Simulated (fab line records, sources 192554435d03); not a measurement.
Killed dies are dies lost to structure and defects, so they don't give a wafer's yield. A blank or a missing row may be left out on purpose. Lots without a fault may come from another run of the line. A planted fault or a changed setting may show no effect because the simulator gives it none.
Which tool did it? | flow n5_finfet | 11 lots, 33 wafers sampled, at 2 steps of a route of 1938

WHAT THE GAUGES READ, wafer by wafer
N5_BEOL_M12_CD_MEAS_17: target cd 140 nm.
lot  | measured     | on        | cd_nm (nm)
L555 | day 10 11:27 | cd_sem-02 | 140.9 138.4 139.9
L558 | day 11 00:04 | cd_sem-03 | 140.0 137.8 139.8
L562 | day 12 15:10 | cd_sem-01 | 141.7 140.6 142.3
L565 | day 13 06:04 | cd_sem-02 | 139.1 137.0 139.8
L567 | day 13 13:47 | cd_sem-01 | 139.0 137.2 136.5
L569 | day 13 22:47 | cd_sem-03 | 141.3 142.7 141.0
L570 | day 14 10:02 | cd_sem-01 | 140.9 140.3 139.5
L572 | day 14 23:06 | cd_sem-01 | 138.9 140.3 139.8
L571 | day 15 02:15 | cd_sem-01 | 142.7 145.5 140.5
L573 | day 15 09:44 | cd_sem-03 | 140.6 140.0 139.8
L575 | day 16 06:58 | cd_sem-02 | 140.1 142.1 138.0

WHICH TOOL RAN EACH LOT (tool, then ch and the chambers of the sampled wafers, then the start)
lot  | N5_BEOL_M12_ILD_DEP_00
L555 | pecvd-01 ch 0,1, day 10 10:26
L558 | pecvd-01 ch 0,1,2, day 10 23:03
L562 | pecvd-01 ch 0,2, day 12 14:09
L565 | pecvd-03 ch 0,1, day 13 04:55
L567 | pecvd-01 ch 0,1,2, day 13 12:46
L569 | pecvd-01 ch 0,1, day 13 21:38
L570 | pecvd-01 ch 0,1, day 14 08:41
L572 | pecvd-01 ch 0,1,2, day 14 22:05
L571 | pecvd-01 ch 0,1, day 15 01:06
L573 | pecvd-01 ch 0,2, day 15 08:33
L575 | pecvd-03 ch 0,2, day 16 05:32
- N5_BEOL_M12_ILD_DEP_00: deposits SiOC from DEMS/O2, target thk 658.92 nm, time 130.7 s.

WHAT THE TOOLS THEMSELVES READ (means of the sampled wafers that have a number; where no wafer has one, the mark that the record gives instead)
N5_BEOL_M12_ILD_DEP_00.
lot  | tool     | heater_power_w (W) | showerhead_plenum_p_Torr (Torr) | susceptor_temp_C (C) | throttle_valve_pct (%)
L555 | pecvd-01 | 430                | 5.670                           | 350.15               | 12.1
L558 | pecvd-01 | 425                | 5.689                           | 349.95               | 11.6
L562 | pecvd-01 | 464                | 5.673                           | 349.74               | 11.5
L565 | pecvd-03 | 509                | 5.696                           | 349.95               | 11.9
L567 | pecvd-01 | 444                | 5.682                           | 350.07               | 11.5
L569 | pecvd-01 | 444                | 5.665                           | 349.77               | 12.1
L570 | pecvd-01 | 388                | 5.680                           | 350.07               | 12.1
L572 | pecvd-01 | 446                | 5.693                           | 349.83               | 11.6
L571 | pecvd-01 | 433                | 5.673                           | 350.13               | 12.0
L573 | pecvd-01 | 458                | 5.690                           | 349.94               | 11.2
L575 | pecvd-03 | 568                | 5.684                           | 350.28               | 11.9

THE ANSWER, worked out from the rows above alone
Rule: what is usual is taken from the lots themselves. Put in order of their means at a reading, lots are off if they are a third of the lots or fewer, leave a main group of 4 or more, and stand apart from it by a gap of 3 or more times the standard deviation of the main group's means; of several such gaps the widest counts. A main group whose means are all the same, to the digits that the tables above print for the reading, isn't used. A lot without any number at a reading at which 4 lots or more have one is off too. The other lots that the step has rows for count as sound. The gauges are gone through in route order, then the tools' own readings, and for those a lot's mean is taken as printed above. The first step at which some lot is off is used, and at that step the reading that is off furthest; a lot without a number counts as furthest.
No lot is off at any reading shown: from this, nothing can be told.

WHAT THE SIMULATOR HAD PUT IN
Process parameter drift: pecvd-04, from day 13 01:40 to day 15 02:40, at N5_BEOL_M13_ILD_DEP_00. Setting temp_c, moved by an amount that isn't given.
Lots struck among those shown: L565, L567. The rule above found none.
